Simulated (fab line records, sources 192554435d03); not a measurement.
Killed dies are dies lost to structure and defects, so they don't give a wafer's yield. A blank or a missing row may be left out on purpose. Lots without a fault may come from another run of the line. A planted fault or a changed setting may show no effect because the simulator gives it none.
Split-lot experiment | flow n5_finfet | 7 lots, 21 wafers read, on a route of 1938 steps

THE SPLIT
At N5_MOL_CONTACT_COAG_ALD_133 (deposits SiO2, target thk 5 nm, pulse time 1 s, co reactant pulse time 1 s), the setting ald_cycles was moved away from the recipe's 35 on 6 of the 21 wafers read, by -14.3% to +14.3%. The other wafers ran this setting at the recipe's value.

The reading is taken at the split's own step.

THE READING
SiO2_of_MOL_CONTACT_COAG_ALD_133.thk_nm (the simulator's own value, which no gauge read), in nm, at N5_MOL_CONTACT_COAG_ALD_133 (deposits SiO2, target thk 5 nm, pulse time 1 s, co reactant pulse time 1 s). The file gives no usual value for it.

wafer  | tool, chamber at the split | ald_cycles as run | against the recipe | SiO2_of_MOL_CONTACT_COAG_ALD_133.thk_nm, nm | against lot-mates on the recipe
L076.1 | ald_sin-03, 3,1            | 35                | recipe             | 5                                           | -
L076.6 | ald_sin-03, 3,1            | 35                | recipe             | 5                                           | -
L076.3 | ald_sin-03, 0              | 33                | -5.7%              | 4.8                                         | -0.2
L080.2 | ald_sin-03, 3              | 37                | +5.7%              | 5.2                                         | +0.2
L080.4 | ald_sin-03, 2,0            | 35                | recipe             | 5                                           | -
L080.6 | ald_sin-03, 2,0            | 35                | recipe             | 5                                           | -
L079.2 | ald_sin-02, 1,2            | 35                | recipe             | 5                                           | -
L079.5 | ald_sin-02, 1,2            | 35                | recipe             | 5                                           | -
L079.3 | ald_sin-02, 2              | 30                | -14.3%             | 4.2                                         | -0.8
L084.3 | ald_sin-01, 1,2            | 35                | recipe             | 5                                           | -
L084.4 | ald_sin-01, 1,2            | 35                | recipe             | 5                                           | -
L084.6 | ald_sin-01, 1              | 39                | +11.4%             | 5.6                                         | +0.6
L088.2 | ald_sin-03, 2              | 32                | -8.6%              | 4.6                                         | -0.4
L088.4 | ald_sin-03, 1              | 35                | recipe             | 5                                           | -
L088.6 | ald_sin-03, 1              | 35                | recipe             | 5                                           | -
L094.1 | ald_sin-03, 3              | 40                | +14.3%             | 5.8                                         | +0.8
L094.3 | ald_sin-03, 2,1            | 35                | recipe             | 5                                           | -
L094.5 | ald_sin-03, 2,1            | 35                | recipe             | 5                                           | -
L097.1 | ald_sin-03, 1,3,3          | 35                | recipe             | 5                                           | -
L097.2 | ald_sin-03, 1,3,3          | 35                | recipe             | 5                                           | -
L097.6 | ald_sin-03, 1,3,3          | 35                | recipe             | 5                                           | -
Where a row lists several chambers, the file gives one row for several wafers and doesn't say which wafer went through which chamber.

THE FIT
A straight line over all 21 wafers: SiO2_of_MOL_CONTACT_COAG_ALD_133.thk_nm changes by +0.0523 nm for each +1% of ald_cycles; r = +0.99; the points scatter about the line by 0.038 nm.
The same after taking each lot's own level away (the mean of its wafers on the recipe; 21 wafers): +0.0523 nm for each +1%; r = +0.99; scatter 0.038 nm.
On that fit, the largest move of ald_cycles shifts the reading by 0.75 nm.
The lots' own levels span 5.00 to 5.00 nm.
So the lot-to-lot level changes the slope little: the two slopes agree.
Check: with one of the wafers moved furthest among these (-14.3%) left out of the fit, the line predicts -0.714 nm for it against its lot-mates. It came out at -0.8 nm against them.

OTHER SPLITS ON THESE WAFERS
These wafers also went through other splits before the reading. Each is held against what the fit with the lots' levels taken away leaves over:
other split on the same wafers        | wafers away from the commonest value | r with SiO2_of_MOL_CONTACT_COAG_ALD_133.thk_nm (lot level and that fit taken away)
N5_MOL_CONTACT_COAG_ALD_27 ald_cycles | 8                                    | -0.06
N5_MOL_CONTACT_COAG_COAT_76 spin_rpm  | 3                                    | +0.23
N5_MOL_CONTACT_COAG_DESCUM_45 time_s  | 3                                    | +0.00

THE FILE'S OWN FIT
SiO2_of_MOL_CONTACT_COAG_ALD_133.thk_nm changes by +0.0523 nm for each +1% of ald_cycles, r = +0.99.
